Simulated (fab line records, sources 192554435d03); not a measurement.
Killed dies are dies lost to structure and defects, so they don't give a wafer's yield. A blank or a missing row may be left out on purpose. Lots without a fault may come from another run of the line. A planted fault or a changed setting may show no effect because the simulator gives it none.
One fault seen from 3 desks | flow n5_finfet | each desk has only its own numbers; what lay behind them comes last

THE DEFECT DESK
What the inspections along the route counted, lot by lot: means of the sampled wafers that have a number. A lot is out of limits, marked OUT, if its mean lies more than 4 standard deviations from the usual mean; the brackets give that distance.
Columns: A = raw_defect_count at N5_BEOL_M15_INSPECT_12, usual 2.0
lot  | first seen here | A
L615 | day 12 05:47    | 0.0
L616 | day 12 13:08    | 2.7
L624 | day 14 22:35    | 0.7
L626 | day 15 02:43    | 1.7
L627 | day 16 10:01    | 2.0
L630 | day 16 10:40    | 1.3
This desk's finding: nothing out of limits on any of the 6 lots.

THE TOOL OWNER'S DESK: litho_track-04
The tool's own readings at N5_BEOL_M15_COAT_56 (time 60 s, resist thk 550 nm): means of the sampled wafers that have a number, for each lot that ran on this tool. A lot is out of limits, marked OUT, if its mean lies more than 4 standard deviations from the usual mean; the brackets give that distance.
Columns: A = dispense_pressure_kPa at N5_BEOL_M15_COAT_56, usual 51 kPa; B = heater_power_total_W at N5_BEOL_M15_COAT_56, usual 500.5 W; C = spin_speed_rpm at N5_BEOL_M15_COAT_56, usual 1500.2 rpm
lot  | first seen here | A  | B     | C
L615 | day 12 06:22    | 49 | 499.9 | 1499.7
L624 | day 14 23:17    | 49 | 499.8 | 1287.0 (-99 or more) OUT
L626 | day 15 03:17    | 49 | 500.1 | 1286.3 (-99 or more) OUT
This desk's finding: out of limits on L624, L626; first on L624, day 14 23:17 (spin_speed_rpm at N5_BEOL_M15_COAT_56). In limits: L615.

THE METROLOGY DESK
What the gauges read, lot by lot, whatever tool the lot ran on: means of the sampled wafers that have a number. A lot is out of limits, marked OUT, if its mean lies more than 4 standard deviations from the usual mean; the brackets give that distance.
Columns: A = cd_nm at N5_BEOL_M15_CD_MEAS_10, usual 360.2 nm; B = V14_OVL at N5_BEOL_M15_OVL_MEAS_11, usual 0 nm; C = cd_nm at N5_BEOL_M15_CD_MEAS_17, usual 361.2 nm
lot  | first seen here | A     | B  | C
L615 | day 12 05:44    | 359.4 | 4  | 359.8
L616 | day 12 13:05    | 361.2 | 10 | 361.0
L624 | day 14 22:32    | 360.5 | 3  | 361.4
L626 | day 15 02:40    | 360.1 | -2 | 361.2
L627 | day 16 09:58    | 360.3 | -3 | 360.9
L630 | day 16 10:37    | 360.9 | 3  | 359.2
This desk's finding: nothing out of limits on any of the 6 lots.

PUT TOGETHER
The tool owner's desk could have raised an alarm at day 14 23:17, on L624, L626.
The defect desk saw nothing out of limits.
The metrology desk saw nothing out of limits.
The defect desk has L624, L626 on record, within its limits.
The metrology desk has L624, L626 on record, within its limits.
Of the lots named, all ran N5_BEOL_M15_COAT_56 on litho_track-04.

WHAT THE SIMULATOR HAD PUT IN
Process parameter drift: litho_track-04, from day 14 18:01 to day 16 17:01, at N5_BEOL_M15_COAT_56. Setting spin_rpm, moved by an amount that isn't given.
Lots struck among those shown: L624, L626.
Hours from the fault's start to each desk's first reading out of limits: the tool owner's desk, 5.
